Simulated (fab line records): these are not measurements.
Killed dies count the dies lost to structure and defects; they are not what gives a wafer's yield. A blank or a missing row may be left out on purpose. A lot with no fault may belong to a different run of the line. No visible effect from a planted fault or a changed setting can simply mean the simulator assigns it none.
Which of the tools did it?	flow nandHarc	66 wafers from 22 lots sampled at 6 of the route's 1302 steps

== WHAT THE GAUGES SHOWED, per wafer ==
The record holds no reading of a measuring or inspecting step that can be judged against a usual standard deviation.

== TOOL THAT RAN EACH LOT (tool first, then ch and the chambers of the sampled wafers, then the start) ==
lot	NHARC_P_CONTACT_DEP_00	NHARC_P_CONTACT_DESCUM_17	NHARC_P_CONTACT_ETCH_18	NHARC_P_CONTACT_STRIP_28	NHARC_P_CONTACT_DEGAS_38	NHARC_P_M0_ETCH_34
L075	pecvd-03 ch 1,2, day 6 10:26 or earlier	rieDiel-11 ch 0,1,3, day 6 10:26	rieDiel-11 ch 1,3, day 6 11:31 or earlier	rieDiel-08 ch 0,1,3, day 6 11:31	pvdSputter-01, day 6 12:09	rieDiel-12 ch 0,1,2, day 6 14:43
L074	pecvd-01 ch 0,1,2, day 6 10:47 or earlier	rieDiel-01 ch 0,1,2, day 6 10:47	rieDiel-01 ch 0,2, day 6 11:51 or earlier	rieDiel-11 ch 0,1,3, day 6 11:51	pvdSputter-02, day 6 12:31	rieDiel-12 ch 1,2, day 6 15:14
L076	pecvd-03 ch 0,2, day 6 22:57 or earlier	rieDiel-01 ch 0,2,3, day 6 22:57	rieDiel-01 ch 0,2,3, day 6 23:53 or earlier	rieDiel-11 ch 1,2,3, day 6 23:53	pvdSputter-02, day 7 00:31	rieDiel-12 ch 0,2,3, day 7 03:13
L078	pecvd-01 ch 0,1,2, day 7 14:35 or earlier	rieDiel-01 ch 1,2,3, day 7 14:35	rieDiel-01 ch 1,2,3, day 7 15:32 or earlier	rieDiel-08 ch 0,2,3, day 7 15:32	pvdSputter-03, day 7 20:47	rieDiel-12 ch 0,1, day 8 00:09
L079	pecvd-03 ch 0,2, day 8 01:11 or earlier	rieDiel-11 ch 0,2, day 8 01:11	rieDiel-11 ch 0,3, day 8 02:07 or earlier	rieDiel-11 ch 0,2,3, day 8 02:07	pvdSputter-02, day 8 03:50	rieDiel-03 ch 0,2,3, day 8 06:52
L080	pecvd-03 ch 0,1,2, day 8 10:19 or earlier	rieDiel-08 ch 0,1,3, day 8 10:19	rieDiel-08 ch 0,2,3, day 8 11:16 or earlier	rieDiel-01 ch 0,2,3, day 8 11:16	pvdSputter-02, day 8 11:54	rieDiel-12 ch 0,1,3, day 8 14:29
L081	pecvd-04 ch 0,1, day 8 16:43 or earlier	rieDiel-11 ch 1,2, day 8 16:43	rieDiel-11 ch 0,1,3, day 8 18:04 or earlier	rieDiel-01 ch 1,2,3, day 8 18:04	pvdSputter-03, day 8 18:40	rieDiel-12 ch 0,2, day 8 21:23
L082	pecvd-04 ch 0,2, day 9 04:08 or earlier	rieDiel-01 ch 0,2,3, day 9 04:08	rieDiel-01 ch 1,2,3, day 9 05:05 or earlier	rieDiel-11 ch 0,2,3, day 9 05:05	pvdSputter-02, day 9 05:43	rieDiel-03 ch 0,1,3, day 9 08:23
L083	pecvd-01 ch 0,1,2, day 9 16:25 or earlier	rieDiel-11 ch 0,1,2, day 9 16:25	rieDiel-11 ch 0,1, day 9 17:22 or earlier	rieDiel-08 ch 2,3, day 9 17:22	pvdSputter-01, day 9 17:59	rieDiel-03 ch 0,2, day 9 21:04
L084	pecvd-01 ch 0,2, day 10 04:26 or earlier	rieDiel-11 ch 1,2,3, day 10 04:26	rieDiel-11 ch 0,1,3, day 10 05:25 or earlier	rieDiel-01 ch 0,1,2, day 10 05:25	pvdSputter-01, day 10 06:02	rieDiel-06 ch 0,2,3, day 10 08:35
L086	pecvd-04 ch 0,1,2, day 10 17:40 or earlier	rieDiel-01 ch 0,1,2, day 10 17:40	rieDiel-01 ch 0,3, day 10 18:37 or earlier	rieDiel-01 ch 0,2,3, day 10 18:37	pvdSputter-02, day 10 19:15	rieDiel-12 ch 1,3, day 10 21:58
L087	pecvd-03 ch 1,2, day 11 21:14 or earlier	rieDiel-08 ch 0,1,3, day 11 21:14	rieDiel-08 ch 0,1,3, day 11 22:12 or earlier	rieDiel-01 ch 1,2,3, day 11 22:12	pvdSputter-02, day 11 22:49	rieDiel-12 ch 0,2,3, day 12 01:39
L089	pecvd-03 ch 0,1,2, day 11 22:13 or earlier	rieDiel-08 ch 0,1,3, day 11 22:13	rieDiel-08 ch 0,1,3, day 11 23:10 or earlier	rieDiel-01 ch 0,1,3, day 11 23:10	pvdSputter-01, day 11 23:47	rieDiel-12 ch 0,2, day 12 02:30
L088	pecvd-04 ch 0,1, day 12 00:43 or earlier	rieDiel-11 ch 0,3, day 12 00:43	rieDiel-11 ch 0,2,3, day 12 01:40 or earlier	rieDiel-01 ch 0,3, day 12 01:40	pvdSputter-02, day 12 02:17	rieDiel-03 ch 2,3, day 12 04:55
L090	pecvd-03 ch 0,1, day 12 17:17 or earlier	rieDiel-11 ch 0,1, day 12 17:17	rieDiel-11 ch 1,2,3, day 12 18:14 or earlier	rieDiel-08 ch 0,1, day 12 18:14	pvdSputter-02, day 12 18:52	rieDiel-12 ch 0,1,3, day 12 22:02
L091	pecvd-01 ch 0,2, day 12 21:34 or earlier	rieDiel-01 ch 0,2,3, day 12 21:34	rieDiel-01 ch 1,2,3, day 12 22:53 or earlier	rieDiel-11 ch 1,2,3, day 12 22:53	pvdSputter-01, day 12 23:31	rieDiel-06 ch 1,3, day 13 02:12
L092	pecvd-03 ch 0,1,2, day 13 08:21 or earlier	rieDiel-01 ch 0,1,2, day 13 08:21	rieDiel-01 ch 0,1, day 13 09:17 or earlier	rieDiel-08 ch 0,3, day 13 09:17	pvdSputter-02, day 13 09:55	rieDiel-03 ch 1,2, day 13 12:36
L093	pecvd-03 ch 1,2, day 13 16:54 or earlier	rieDiel-08 ch 0,3, day 13 16:54	rieDiel-08 ch 0,1,2, day 13 17:52 or earlier	rieDiel-01 ch 0,2,3, day 13 17:52	pvdSputter-02, day 13 18:29	rieDiel-03 ch 0,3, day 13 21:15
L094	pecvd-04 ch 0,1,2, day 14 11:56 or earlier	rieDiel-11 ch 1,2,3, day 14 11:56	rieDiel-11 ch 0,3, day 14 12:53 or earlier	rieDiel-01 ch 1,2,3, day 14 12:53	pvdSputter-02, day 14 13:31	rieDiel-03 ch 0,2,3, day 14 16:07
L095	pecvd-03 ch 1,2, day 14 16:20 or earlier	rieDiel-11 ch 0,1,2, day 14 16:20	rieDiel-11 ch 0,1,2, day 14 17:19 or earlier	rieDiel-08 ch 1,2, day 14 17:19	pvdSputter-03, day 14 17:58	rieDiel-03 ch 1,3, day 14 20:32
L096	pecvd-01 ch 0,2, day 14 21:33 or earlier	rieDiel-08 ch 1,2,3, day 14 21:33	rieDiel-08 ch 0,1,3, day 14 22:31 or earlier	rieDiel-11 ch 1,2,3, day 14 22:31	pvdSputter-01, day 14 23:08	rieDiel-03 ch 0,2,3, day 15 01:41
L097	pecvd-03 ch 0,2, day 15 11:50 or earlier	rieDiel-08 ch 1,2, day 15 11:50	rieDiel-11 ch 0,2,3, day 15 12:23	rieDiel-01 ch 0,1,2, day 15 12:51	pvdSputter-01, day 15 13:28	rieDiel-12 ch 1,2, day 15 16:09
- NHARC_P_CONTACT_DEP_00: deposits SiO2, target thk 500 nm.
- NHARC_P_CONTACT_DESCUM_17: chemistry O2, time 3 s.
- NHARC_P_CONTACT_ETCH_18: etches the open film in C4F8/O2/Ar, target depth 481 nm, time 240.5 s.
- NHARC_P_CONTACT_STRIP_28: strips in O2.
- NHARC_P_CONTACT_DEGAS_38: time 60 s.
- NHARC_P_M0_ETCH_34: etches the open film in N2/H2, target depth 40 nm, overetch 12 nm, time 43.94 s.

== AS READ BY THE TOOLS THEMSELVES (means over the sampled wafers that have a number; for cases with no such wafer, the mark the record gives instead) ==
NHARC_P_CONTACT_DEP_00.
lot	tool	heaterPowerW (W)	throttleValvePct (%)
L075	pecvd-03	548	16.1
L074	pecvd-01	614	16.3
L076	pecvd-03	607	15.8
L078	pecvd-01	584	15.9
L079	pecvd-03	619	16.1
L080	pecvd-03	568	16.3
L081	pecvd-04	597	15.6
L082	pecvd-04	550	16.1
L083	pecvd-01	592	16.0
L084	pecvd-01	600	16.1
L086	pecvd-04	517	15.8
L087	pecvd-03	545	16.1
L089	pecvd-03	629	16.0
L088	pecvd-04	619	15.9
L090	pecvd-03	614	16.5
L091	pecvd-01	549	16.2
L092	pecvd-03	609	16.3
L093	pecvd-03	588	16.2
L094	pecvd-04	619	15.5
L095	pecvd-03	581	16.2
L096	pecvd-01	591	16.1
L097	pecvd-03	561	16.4

NHARC_P_CONTACT_DESCUM_17.
lot	tool	chamberPressureMTorr (mTorr)	drypumpMotorCurrentA (A)	oesProductAu (a.u.)	rfVppV (V)	showerheadPlenumPTorr (Torr)	throttleValvePct (%)
L075	rieDiel-11	59.99	6.2	0.985	57.3	1.89	11.311
L074	rieDiel-01	60.03	5.9	1.006	57.2	1.83	11.311
L076	rieDiel-01	60.02	5.8	0.989	58.1	1.92	11.312
L078	rieDiel-01	60.00	5.6	1.010	57.2	1.89	11.311
L079	rieDiel-11	60.05	5.6	1.005	57.4	1.88	11.307
L080	rieDiel-08	60.00	5.8	0.997	57.6	1.86	11.310
L081	rieDiel-11	60.03	5.9	1.000	57.2	1.90	11.318
L082	rieDiel-01	60.00	5.8	0.999	58.0	1.91	11.306
L083	rieDiel-11	59.95	5.9	1.002	57.7	1.90	11.311
L084	rieDiel-11	59.96	6.2	1.005	56.9	1.88	11.312
L086	rieDiel-01	59.97	5.9	0.990	56.9	1.83	11.327
L087	rieDiel-08	60.00	5.7	0.994	56.6	1.86	11.301
L089	rieDiel-08	60.01	5.8	0.993	57.4	1.86	11.310
L088	rieDiel-11	59.94	6.2	1.013	56.9	1.85	11.321
L090	rieDiel-11	60.01	6.2	0.998	58.2	1.92	11.311
L091	rieDiel-01	60.01	5.8	1.006	57.0	1.91	11.310
L092	rieDiel-01	60.00	6.0	0.991	56.6	1.83	11.300
L093	rieDiel-08	60.02	6.1	0.989	57.8	1.86	11.310
L094	rieDiel-11	60.01	6.2	1.006	57.1	1.88	11.321
L095	rieDiel-11	59.94	5.9	1.004	58.2	1.90	11.313
L096	rieDiel-08	59.95	5.6	0.999	58.1	1.89	11.308
L097	rieDiel-08	60.02	5.5	0.998	57.4	1.84	11.308

NHARC_P_CONTACT_ETCH_18.
lot	tool	chamberPressureMTorr (mTorr)	oesProductAu (a.u.)	rfVppV (V)
L075	rieDiel-11	24.987	0.957	975
L074	rieDiel-01	24.974	0.960	975
L076	rieDiel-01	25.032	0.974	978
L078	rieDiel-01	24.999	0.936	976
L079	rieDiel-11	24.992	0.960	975
L080	rieDiel-08	24.991	0.948	977
L081	rieDiel-11	24.995	0.933	977
L082	rieDiel-01	24.992	0.972	976
L083	rieDiel-11	24.985	0.967	979
L084	rieDiel-11	24.981	0.968	977
L086	rieDiel-01	25.000	0.949	980
L087	rieDiel-08	25.007	0.959	975
L089	rieDiel-08	25.012	0.961	974
L088	rieDiel-11	25.015	0.980	975
L090	rieDiel-11	25.016	0.976	976
L091	rieDiel-01	24.966	0.928	976
L092	rieDiel-01	25.014	0.963	975
L093	rieDiel-08	25.028	0.961	971
L094	rieDiel-11	25.003	0.984	976
L095	rieDiel-11	24.999	0.951	977
L096	rieDiel-08	24.991	0.959	974
L097	rieDiel-11	24.988	0.992	976

NHARC_P_CONTACT_STRIP_28.
lot	tool	chamberPressureMTorr (mTorr)	drypumpMotorCurrentA (A)	oesProductAu (a.u.)	rfVppV (V)	showerheadPlenumPTorr (Torr)	throttleValvePct (%)
L075	rieDiel-08	60.02	5.7	0.999	56.9	3.44	17.035
L074	rieDiel-11	60.01	6.2	0.997	57.2	3.49	17.043
L076	rieDiel-11	59.98	6.2	1.001	57.6	3.48	17.038
L078	rieDiel-08	59.96	5.9	1.000	58.1	3.49	17.027
L079	rieDiel-11	59.96	5.9	1.004	56.9	3.45	17.036
L080	rieDiel-01	59.97	5.8	1.007	57.5	3.53	17.046
L081	rieDiel-01	60.05	5.6	1.002	57.5	3.48	17.046
L082	rieDiel-11	60.05	5.9	1.010	57.5	3.45	17.035
L083	rieDiel-08	60.00	5.7	0.989	58.0	3.53	17.035
L084	rieDiel-01	60.05	6.0	0.993	57.7	3.39	17.035
L086	rieDiel-01	59.97	5.8	0.991	58.2	3.53	17.042
L087	rieDiel-01	59.99	5.5	0.998	57.3	3.47	17.029
L089	rieDiel-01	59.98	5.8	0.987	58.0	3.54	17.049
L088	rieDiel-01	60.00	5.7	0.983	58.7	3.68	17.037
L090	rieDiel-08	60.01	5.6	1.012	57.6	3.32	17.033
L091	rieDiel-11	60.00	6.2	1.007	58.7	3.48	17.039
L092	rieDiel-08	60.01	6.0	0.989	58.1	3.57	17.039
L093	rieDiel-01	60.02	5.8	1.006	57.8	3.52	17.039
L094	rieDiel-01	59.96	5.5	1.006	56.5	3.47	17.031
L095	rieDiel-08	59.94	5.3	1.018	57.7	3.36	17.034
L096	rieDiel-11	60.00	6.2	1.001	57.2	3.48	17.043
L097	rieDiel-01	59.96	6.0	1.002	58.0	3.38	17.030

NHARC_P_CONTACT_DEGAS_38.
lot	tool	heaterPowerW (W)
L075	pvdSputter-01	434
L074	pvdSputter-02	392
L076	pvdSputter-02	414
L078	pvdSputter-03	523
L079	pvdSputter-02	416
L080	pvdSputter-02	467
L081	pvdSputter-03	566
L082	pvdSputter-02	449
L083	pvdSputter-01	477
L084	pvdSputter-01	449
L086	pvdSputter-02	469
L087	pvdSputter-02	471
L089	pvdSputter-01	471
L088	pvdSputter-02	454
L090	pvdSputter-02	534
L091	pvdSputter-01	469
L092	pvdSputter-02	452
L093	pvdSputter-02	426
L094	pvdSputter-02	424
L095	pvdSputter-03	480
L096	pvdSputter-01	470
L097	pvdSputter-01	474

NHARC_P_M0_ETCH_34.
lot	tool	chamberPressureMTorr (mTorr)	drypumpMotorCurrentA (A)	h2FlowSccm (sccm)	oesProductAu (a.u.)	rfVppV (V)	showerheadPlenumPTorr (Torr)	throttleValvePct (%)
L075	rieDiel-12	29.985	5.5	150.1	1.000	429.4	1.98	14.179
L074	rieDiel-12	29.981	5.8	149.9	1.008	427.6	1.96	14.166
L076	rieDiel-12	29.994	5.5	150.0	1.006	429.1	2.01	14.177
L078	rieDiel-12	29.998	5.2	150.2	1.014	429.4	1.99	14.173
L079	rieDiel-03	29.989	6.0	150.0	0.985	430.7	2.03	14.180
L080	rieDiel-12	29.989	5.6	150.3	1.006	430.0	2.04	14.171
L081	rieDiel-12	30.007	5.2	149.6	0.999	429.0	1.95	14.174
L082	rieDiel-03	29.988	5.8	150.0	0.994	429.0	2.02	14.180
L083	rieDiel-03	30.012	6.0	149.6	0.994	431.5	2.06	14.168
L084	rieDiel-06	29.995	5.5	150.2	0.996	428.3	1.99	14.171
L086	rieDiel-12	29.986	5.9	149.6	0.998	431.2	2.06	14.175
L087	rieDiel-12	29.995	5.5	150.0	1.005	429.3	2.00	14.176
L089	rieDiel-12	30.012	5.4	149.6	1.004	426.8	1.93	14.169
L088	rieDiel-03	30.012	6.0	149.9	1.001	429.9	2.06	14.172
L090	rieDiel-12	29.970	5.6	150.7	1.001	429.8	2.04	14.183
L091	rieDiel-06	30.039	5.2	150.6	1.007	426.5	1.91	14.167
L092	rieDiel-03	29.989	5.9	150.3	1.008	431.9	2.09	14.172
L093	rieDiel-03	30.019	6.1	150.1	0.995	428.0	1.97	14.168
L094	rieDiel-03	29.999	6.0	150.0	1.004	429.0	2.01	14.163
L095	rieDiel-03	30.005	5.7	150.5	1.009	430.7	2.05	14.166
L096	rieDiel-03	29.994	6.0	150.2	0.990	429.6	2.01	14.170
L097	rieDiel-12	30.004	5.8	149.8	1.004	427.6	1.95	14.175

== THE ANSWER, worked out from the rows above alone ==
Rule: the lots themselves supply what counts as usual. Put in order of their means at a reading, lots are off if they are a third of the lots or fewer, leave a main group of 4 or more, and stand apart from it by a gap of 3 or more times the standard deviation of the main group's means; of several such gaps the widest counts. The tables above print the reading to a certain number of digits; a main group whose means all agree to those digits is not used. A lot without any number at a reading at which 4 lots or more have one is off too. The other lots that the step has rows for count as sound. The gauges are gone through in route order, then the tools' own readings, and for those a lot's mean is taken as printed above. At the first step where some lot is off, the reading lying furthest off is the one used; lots without a number count as furthest.
No lot is off at any reading shown: from this, nothing can be told.

== WHAT HAD BEEN PUT IN BY THE SIMULATOR ==
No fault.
